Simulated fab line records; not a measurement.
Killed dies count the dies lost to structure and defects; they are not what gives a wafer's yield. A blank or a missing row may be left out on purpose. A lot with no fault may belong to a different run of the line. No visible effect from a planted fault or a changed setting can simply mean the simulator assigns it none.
Comparing a struck lot with a sound one	flow nand_harc	15 steps out of a route of 1159
Sound: the wafers L288.2, L288.5, L288.6. Struck: wafer L307.1. (L307.2, L307.5 of the same lot were not struck and are left out.) The cause comes at the end.
At each step with rows: each side's tool, then ch and its chambers, then its first start. Under that, the readings that differ: sound wafers	struck wafers	difference of the means	sigmas: that difference in standard deviations of wafers without a fault.
alike: readings with means less than 2 such deviations apart, plus words and numbers identical on both sides. not compared: withheld readings, readings lacking a value on some wafer, bounds such as >300 that could conceal the same value, and numbers that have no deviation in the record and whose values overlap.
The two part at a step that has a row with sigmas, a row that says differs or no value, or rows on one side only. Numbers that have no deviation but don't overlap get no sigmas and don't part them. A reading missing from all wafers of one side parts the sides only when that side holds two or more wafers.

NHARC_A_BLC_INSPECT_12:
  sound: defect_inspect-02 at day 17 13:55; struck: defect_inspect-02 at day 22 07:51
  alike: raw_defect_count
NHARC_A_BLC_DESCUM_15: chemistry O2, time 3 s.
  sound on rie_diel-13 ch 0,1,3, day 17 14:00; struck on rie_diel-13 ch 1, day 22 07:55
  alike: drypump_motor_current_A, oes_product_au, rf_vpp_V, showerhead_plenum_p_Torr, throttle_valve_pct
  not compared: rf_hours_counter_h
NHARC_A_BLC_ETCH_16: etches the open film in CF4, target depth 39 nm, time 65 s.
  sound on rie_diel-13 ch 0,2,3, day 17 14:05; struck on rie_diel-13 ch 0, day 22 08:00
  alike: drypump_motor_current_A, oes_product_au, rf_vpp_V, showerhead_plenum_p_Torr, throttle_valve_pct
  not compared: rf_hours_counter_h
then, 2 steps without rows for these wafers: NHARC_A_BLC_ETCH_17 (etches the open film in N2/H2, target depth 390 nm, time 609.38 s); NHARC_A_BLC_ETCH_18 (etches the open film in C4F8/O2/Ar, target depth 910 nm).
NHARC_A_BLC_CD_MEAS_19:
  sound: cd_sem-01 at day 17 14:58; struck: cd_sem-02 at day 22 08:53
  alike: cd_nm
NHARC_A_BLC_STRIP_29: strips in CF4.
  sound on rie_diel-13 ch 0,1,2, day 17 15:04; struck on rie_diel-13 ch 2, day 22 08:57
  alike: drypump_motor_current_A, oes_product_au, rf_vpp_V, showerhead_plenum_p_Torr, throttle_valve_pct
  not compared: rf_hours_counter_h
then, 2 steps without rows for these wafers: NHARC_A_BLC_STRIP_21 (strips in O2); NHARC_A_BLC_STRIP_22 (strips in post etch residue remover, time 600 s).
NHARC_A_BLC_DEGAS_30: time 60 s.
  sound: pvd_sputter-03 at day 17 15:34; struck: pvd_sputter-01 at day 22 09:30
  alike: heater_power_w, susceptor_temp_C
then, 1 step without rows for these wafers: NHARC_A_BLC_PRE_CLEAN_31 (time 15 s).
NHARC_A_BLC_PVD_32: deposits Ti, target thk 5 nm, time 17.7 s.
  sound on pvd_sputter-03; struck on pvd_sputter-01
  alike: throttle_valve_pct
NHARC_A_BLC_ALD_23: deposits TiN, target thk 3 nm, pulse time 1 s, ald cycles 150.
  sound on ald_metal-01 ch 0,2,3, day 17 15:52; struck on ald_metal-03 ch 3, day 22 09:46
reading	sound	struck	difference	sigmas
ald_cycles	150 150 150	128	-22	
  alike: heater_power_outer_w, heater_power_w, precursor_pulse_height_rel, susceptor_temp_C
  not compared: since_wet_clean_h
then, 1 step without rows for these wafers: NHARC_A_BLC_CVD_24 (deposits W, target thk 150 nm, time 434 s).
NHARC_END_SORT_01:
  the record has rows for the sound wafers here (prober-01 ch 0, day 19 19:11) and none for the struck ones

WHERE THEY PART
Only at NHARC_END_SORT_01, as far as this record shows.

WHY: what the simulator had put in
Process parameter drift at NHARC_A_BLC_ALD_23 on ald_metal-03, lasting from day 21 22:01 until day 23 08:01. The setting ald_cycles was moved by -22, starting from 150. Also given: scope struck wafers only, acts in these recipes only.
